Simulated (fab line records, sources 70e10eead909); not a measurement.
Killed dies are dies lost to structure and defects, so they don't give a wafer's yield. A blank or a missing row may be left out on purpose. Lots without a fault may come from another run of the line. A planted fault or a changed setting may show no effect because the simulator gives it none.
Chamber matching | flow nand_harc | NHARC_A_BONDPAD_DESCUM_11 on rie_diel-10: 4 sister chambers
The step chemistry O2, time 3 s. 14 wafers are shown with their chamber, then 7 later ones without.

WAFERS WITH THEIR CHAMBER
wafer  | chamber | drypump_motor_current_A (A) | showerhead_plenum_p_Torr (Torr) | oes_product_au (a.u.)
L669.1 | 1       | 6.0                         | 1.96                            | 1.000
L669.5 | 3       | 6.6                         | 1.81                            | 0.999
L669.6 | 2       | 6.5                         | 1.80                            | 0.994
L677.4 | 1       | 6.0                         | 1.96                            | 1.008
L677.5 | 3       | 6.6                         | 1.81                            | 0.976
L677.6 | 0       | 6.1                         | 2.02                            | 1.012
L682.3 | 0       | 6.1                         | 2.02                            | 0.997
L682.4 | 2       | 6.5                         | 1.79                            | 0.998
L682.5 | 1       | 6.0                         | 1.96                            | 1.007
L690.1 | 2       | 6.5                         | 1.79                            | 0.988
L690.2 | 0       | 6.1                         | 2.01                            | 1.002
L690.4 | 1       | 6.0                         | 1.95                            | 1.009
L689.4 | 0       | 6.1                         | 2.01                            | 0.997
L689.5 | 3       | 6.5                         | 1.80                            | 0.989

SIGNATURES (means of the wafers above)
reading                  | chamber 0 | chamber 1 | chamber 2 | chamber 3 | scatter within a chamber
drypump_motor_current_A  | 6.100     | 6.000     | 6.500     | 6.567     | 0.0258
showerhead_plenum_p_Torr | 2.0150    | 1.9575    | 1.7933    | 1.8067    | 0.00555
oes_product_au           | 1.00200   | 1.00600   | 0.99333   | 0.98800   | 0.00719
Rule: a wafer's distance from a chamber is the root of the sum, over the readings, of the square of ((its reading less the chamber's mean) divided by the reading's scatter). The wafer belongs to the nearest chamber; if the next one is less than 2 further off, it can't be placed. The scatter: the root of (the sum of the squares of (reading less its chamber's mean) over the shown wafers, divided by (wafers less chambers)).

WAFERS WITHOUT THEIR CHAMBER
wafer  | drypump_motor_current_A (A) | showerhead_plenum_p_Torr (Torr) | oes_product_au (a.u.)
L689.6 | 6.5                         | 1.79                            | 0.991
L691.3 | 6.1                         | 2.01                            | 0.993
L691.4 | 6.6                         | 1.80                            | 0.993
L691.5 | 6.5                         | 1.79                            | 0.988
L692.4 | 6.0                         | 1.95                            | 1.017
L692.5 | 6.0                         | 1.95                            | 1.010
L692.6 | 6.5                         | 1.79                            | 0.993

WHICH CHAMBER EACH WENT THROUGH
wafer  | from the rows above | in truth
L689.6 | 2                   | 2
L691.3 | 0                   | 0
L691.4 | 3                   | 3
L691.5 | 2                   | 2
L692.4 | 1                   | 1
L692.5 | 1                   | 1
L692.6 | 2                   | 2
Placed correctly: 7 of 7. Can't be placed from these rows: 0. Placed wrongly: 0.
